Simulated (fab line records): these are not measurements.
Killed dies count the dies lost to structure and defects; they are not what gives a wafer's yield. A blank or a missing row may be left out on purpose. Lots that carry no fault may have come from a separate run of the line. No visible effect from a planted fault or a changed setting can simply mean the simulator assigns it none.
Split-lot trial / flow n5 finfet / 21 wafers read from 7 lots, route of 1938 steps

== SPLIT DETAILS ==
At N5_BEOL_M10_COAT_60 (time 60 s, resist thk 30 nm), the setting spin rpm was moved away from the recipe's 1500 rpm on 7 of the 21 wafers read, by -5.3% to +9.2%. The other wafers ran this setting at the recipe's value.

== FROM THE SPLIT TO THE READING: what the file shows between them, 4 steps ==
- N5_BEOL_M10_COAT_05: resist thk 90 nm
- N5_BEOL_M10_EBR_07
- N5_BEOL_M10_DESCUM_16: chemistry O2, time 7.9 s
- N5_BEOL_M10_ETCH_61: etches SiARC in CF4, target depth 39 nm, time 65 s

== THE READING ==
SiARC_of_BEOL_M10_COAT_60.thk nm (the simulator's own value, which no gauge read), in nm, at N5_BEOL_M10_ETCH_62 (etches SOC in N2/H2, target depth 110 nm, overetch 22 nm, time 165 s). The file gives no usual value for it. The 14 wafers here that ran the recipe average 23.4 nm, standard deviation 0.13 nm.

wafer=L086.3; tool, chamber at the split=litho track-02, 0; spin rpm as run, rpm=1500; against the recipe=recipe; SiARC_of_BEOL_M10_COAT_60.thk nm, nm=23.4; against lot-mates on the recipe=-
wafer=L086.4; tool, chamber at the split=litho track-02, 0; spin rpm as run, rpm=1500; against the recipe=recipe; SiARC_of_BEOL_M10_COAT_60.thk nm, nm=23.4; against lot-mates on the recipe=-
wafer=L086.6; tool, chamber at the split=litho track-02, 0; spin rpm as run, rpm=1500; against the recipe=recipe; SiARC_of_BEOL_M10_COAT_60.thk nm, nm=23.4; against lot-mates on the recipe=-
wafer=L087.1; tool, chamber at the split=litho track-04, 0; spin rpm as run, rpm=1432; against the recipe=-4.5%; SiARC_of_BEOL_M10_COAT_60.thk nm, nm=24; against lot-mates on the recipe=+0.6
wafer=L087.3; tool, chamber at the split=litho track-04, 0; spin rpm as run, rpm=1432; against the recipe=-4.5%; SiARC_of_BEOL_M10_COAT_60.thk nm, nm=24; against lot-mates on the recipe=+0.6
wafer=L087.6; tool, chamber at the split=litho track-04, 0; spin rpm as run, rpm=1500; against the recipe=recipe; SiARC_of_BEOL_M10_COAT_60.thk nm, nm=23.4; against lot-mates on the recipe=-
wafer=L088.3; tool, chamber at the split=litho track-01, 0; spin rpm as run, rpm=1421; against the recipe=-5.3%; SiARC_of_BEOL_M10_COAT_60.thk nm, nm=24; against lot-mates on the recipe=+0.8
wafer=L088.4; tool, chamber at the split=litho track-01, 0; spin rpm as run, rpm=1421; against the recipe=-5.3%; SiARC_of_BEOL_M10_COAT_60.thk nm, nm=24.4; against lot-mates on the recipe=+1.2
wafer=L088.5; tool, chamber at the split=litho track-01, 0; spin rpm as run, rpm=1500; against the recipe=recipe; SiARC_of_BEOL_M10_COAT_60.thk nm, nm=23.2; against lot-mates on the recipe=-
wafer=L090.1; tool, chamber at the split=litho track-02, 0; spin rpm as run, rpm=1581; against the recipe=+5.4%; SiARC_of_BEOL_M10_COAT_60.thk nm, nm=22.8; against lot-mates on the recipe=-0.4
wafer=L090.5; tool, chamber at the split=litho track-02, 0; spin rpm as run, rpm=1500; against the recipe=recipe; SiARC_of_BEOL_M10_COAT_60.thk nm, nm=23.2; against lot-mates on the recipe=-
wafer=L090.6; tool, chamber at the split=litho track-02, 0; spin rpm as run, rpm=1500; against the recipe=recipe; SiARC_of_BEOL_M10_COAT_60.thk nm, nm=23.2; against lot-mates on the recipe=-
wafer=L093.2; tool, chamber at the split=litho track-04, 0; spin rpm as run, rpm=1500; against the recipe=recipe; SiARC_of_BEOL_M10_COAT_60.thk nm, nm=23.4; against lot-mates on the recipe=-
wafer=L093.5; tool, chamber at the split=litho track-04, 0; spin rpm as run, rpm=1500; against the recipe=recipe; SiARC_of_BEOL_M10_COAT_60.thk nm, nm=23.4; against lot-mates on the recipe=-
wafer=L093.4; tool, chamber at the split=litho track-04, 0; spin rpm as run, rpm=1500; against the recipe=recipe; SiARC_of_BEOL_M10_COAT_60.thk nm, nm=23.2; against lot-mates on the recipe=-
wafer=L096.1; tool, chamber at the split=litho track-02, 0; spin rpm as run, rpm=1500; against the recipe=recipe; SiARC_of_BEOL_M10_COAT_60.thk nm, nm=23.2; against lot-mates on the recipe=-
wafer=L096.2; tool, chamber at the split=litho track-02, 0; spin rpm as run, rpm=1638; against the recipe=+9.2%; SiARC_of_BEOL_M10_COAT_60.thk nm, nm=22.4; against lot-mates on the recipe=-0.8
wafer=L096.6; tool, chamber at the split=litho track-02, 0; spin rpm as run, rpm=1638; against the recipe=+9.2%; SiARC_of_BEOL_M10_COAT_60.thk nm, nm=22.2; against lot-mates on the recipe=-1.0
wafer=L097.4; tool, chamber at the split=litho track-02, 0; spin rpm as run, rpm=1500; against the recipe=recipe; SiARC_of_BEOL_M10_COAT_60.thk nm, nm=23.6; against lot-mates on the recipe=-
wafer=L097.5; tool, chamber at the split=litho track-02, 0; spin rpm as run, rpm=1500; against the recipe=recipe; SiARC_of_BEOL_M10_COAT_60.thk nm, nm=23.6; against lot-mates on the recipe=-
wafer=L097.6; tool, chamber at the split=litho track-02, 0; spin rpm as run, rpm=1500; against the recipe=recipe; SiARC_of_BEOL_M10_COAT_60.thk nm, nm=23.4; against lot-mates on the recipe=-

THE FIT
A straight line over all 21 wafers: SiARC_of_BEOL_M10_COAT_60.thk nm changes by -0.127 nm for each +1% of spin rpm; r = -0.96; the points scatter about the line by 0.15 nm.
The same after taking each lot's own level away (the mean of its wafers on the recipe; 21 wafers): -0.119 nm for each +1%; r = -0.95; scatter 0.16 nm.
According to that fit, moving spin rpm by its largest amount changes the reading by 1.1 nm.
From 23.20 to 23.53 nm: that is the span of the lots' own levels, equal to 2.5 times the standard deviation above.
The two slopes are in agreement: the lot-to-lot level therefore moves the slope only a little.
Check: -1.12 nm against its lot-mates is what the line predicts for one of the wafers moved furthest among these (+9.2%) when that wafer is left out of the fit. It came out at -0.8 nm against them.

== THE WHOLE CHAIN: every reading that the file lists as answering this split, in the file's order ==
step=N5_BEOL_M10_COAT_60; what it does=time 60 s, resist thk 30 nm; reading=SiARC_of_BEOL_M10_COAT_60.thk nm (the simulator's own value, which no gauge read); change (the file's fit)=-0.143 nm for each +1% of the setting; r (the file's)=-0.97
step=N5_BEOL_M10_ETCH_61; what it does=etches SiARC in CF4, target depth 39 nm, time 65 s; reading=CAR-ArF_of_BEOL_M10_COAT_05.thk nm (the simulator's own value, which no gauge read); change (the file's fit)=+0.139 nm for each +1% of the setting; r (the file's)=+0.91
step=N5_BEOL_M10_ETCH_61; what it does=etches SiARC in CF4, target depth 39 nm, time 65 s; reading=etch.depth nm (the simulator's own value, which no gauge read); change (the file's fit)=-0.139 nm for each +1% of the setting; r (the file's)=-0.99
step=N5_BEOL_M10_ETCH_62; what it does=etches SOC in N2/H2, target depth 110 nm, overetch 22 nm, time 165 s; reading=SiARC_of_BEOL_M10_COAT_60.thk nm (the simulator's own value, which no gauge read); change (the file's fit)=-0.114 nm for each +1% of the setting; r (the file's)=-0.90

== FILE'S OWN FIT ==
SiARC_of_BEOL_M10_COAT_60.thk nm changes by -0.114 nm for each +1% of spin rpm, r = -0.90.
